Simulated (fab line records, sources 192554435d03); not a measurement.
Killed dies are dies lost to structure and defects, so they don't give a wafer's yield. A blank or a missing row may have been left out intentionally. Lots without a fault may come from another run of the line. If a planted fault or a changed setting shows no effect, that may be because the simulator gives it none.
Split-lot study | flow n5-finfet | on a route of 1938 steps: 7 lots, 21 wafers read

== SPLIT DETAILS ==
At N5_BEOL_M5_EXPOSE_25 (exposes mask V4, defocus 10 nm), the setting dose-mj was moved away from the recipe's 52.75 on 5 of the 21 wafers read, by -4.8% to +7.2%. All remaining wafers had this setting at the recipe value.

== FROM THE SPLIT TO THE READING: what the file shows between them, 2 steps ==
- N5_BEOL_M5_PEB_26: peb time 60 s
- N5_BEOL_M5_DEVELOP_27: develop time 30 s

== THE READING ==
cd-nm, in nm, at N5_BEOL_M5_CD_MEAS_28 (target cd 30.6 nm, target cd y 20 nm). A value of 30.59 nm with a standard deviation of 0.27 nm is what fault-free wafers of this fab line usually give.

wafer  | tool, chamber at the split | dose-mj as run | against the recipe | cd-nm, nm | against lot-mates on the recipe
L074.4 | euv-scanner-02, 0          | 52.75          | recipe             | 30.32     | -
L074.5 | euv-scanner-02, 0          | 52.75          | recipe             | 30.34     | -
L074.6 | euv-scanner-02, 0          | 52.75          | recipe             | 30.28     | -
L075.3 | euv-scanner-02, 0          | 52.75          | recipe             | 31.10     | -
L075.5 | euv-scanner-02, 0          | 52.75          | recipe             | 30.77     | -
L075.6 | euv-scanner-02, 0          | 52.75          | recipe             | 30.73     | -
L082.2 | euv-scanner-02, 0          | 50.2           | -4.8%              | 28.80     | -1.61
L082.3 | euv-scanner-02, 0          | 50.2           | -4.8%              | 29.07     | -1.34
L082.5 | euv-scanner-02, 0          | 52.75          | recipe             | 30.41     | -
L083.1 | euv-scanner-02, 0          | 51.57          | -2.2%              | 30.10     | -0.52
L083.2 | euv-scanner-02, 0          | 51.57          | -2.2%              | 30.31     | -0.31
L083.5 | euv-scanner-02, 0          | 52.75          | recipe             | 30.62     | -
L084.1 | euv-scanner-02, 0          | 56.54          | +7.2%              | 32.11     | +1.47
L084.3 | euv-scanner-02, 0          | 52.75          | recipe             | 31.05     | -
L084.4 | euv-scanner-02, 0          | 52.75          | recipe             | 30.23     | -
L085.3 | euv-scanner-02, 0          | 52.75          | recipe             | 30.63     | -
L085.4 | euv-scanner-02, 0          | 52.75          | recipe             | 30.55     | -
L085.6 | euv-scanner-02, 0          | 52.75          | recipe             | 30.82     | -
L092.2 | euv-scanner-02, 0          | 52.75          | recipe             | 30.39     | -
L092.3 | euv-scanner-02, 0          | 52.75          | recipe             | 30.91     | -
L092.5 | euv-scanner-02, 0          | 52.75          | recipe             | 30.46     | -

FIT RESULTS
A straight line over all 21 wafers: cd-nm changes by +0.263 nm for each +1% of dose-mj; r = +0.90; the points scatter about the line by 0.3 nm.
The same after taking each lot's own level away (the mean of its wafers on the recipe; 21 wafers): +0.244 nm for each +1%; r = +0.93; scatter 0.22 nm.
The reading moves by 1.8 nm for the largest change in dose-mj, on that fit.
From 30.313 to 30.867 nm: that is the span of the lots' own levels, equal to 2.0 times the standard deviation above.
Hence the lot-to-lot level has little effect on the slope; both slopes agree.
Check: +2.08 nm against its lot-mates is what the line predicts for one of the wafers moved furthest among these (+7.2%) when that wafer is left out of the fit. Against them it came out at +1.47 nm.

== THE WHOLE CHAIN: every reading that the file lists as answering this split, in the file's order ==
step                  | what it does                                                        | reading                                                        | change (the file's fit)               | r (the file's)
N5_BEOL_M5_CD_MEAS_28 | target cd 30.6 nm, target cd y 20 nm                                | cd-nm                                                          | +0.233 nm for each +1% of the setting | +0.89
N5_BEOL_M5_ETCH_67    | etches SiARC in CF4, target depth 15.6 nm, time 26 s                | BEOL_M5.cd-nm (the simulator's own value, which no gauge read) | +0.242 nm for each +1% of the setting | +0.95
N5_BEOL_M5_ETCH_68    | etches SOC in N2/H2, target depth 80 nm, overetch 16 nm, time 120 s | BEOL_M5.cd-nm (the simulator's own value, which no gauge read) | +0.227 nm for each +1% of the setting | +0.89

== FILE'S OWN FIT ==
cd-nm changes by +0.233 nm for each +1% of dose-mj, r = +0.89.
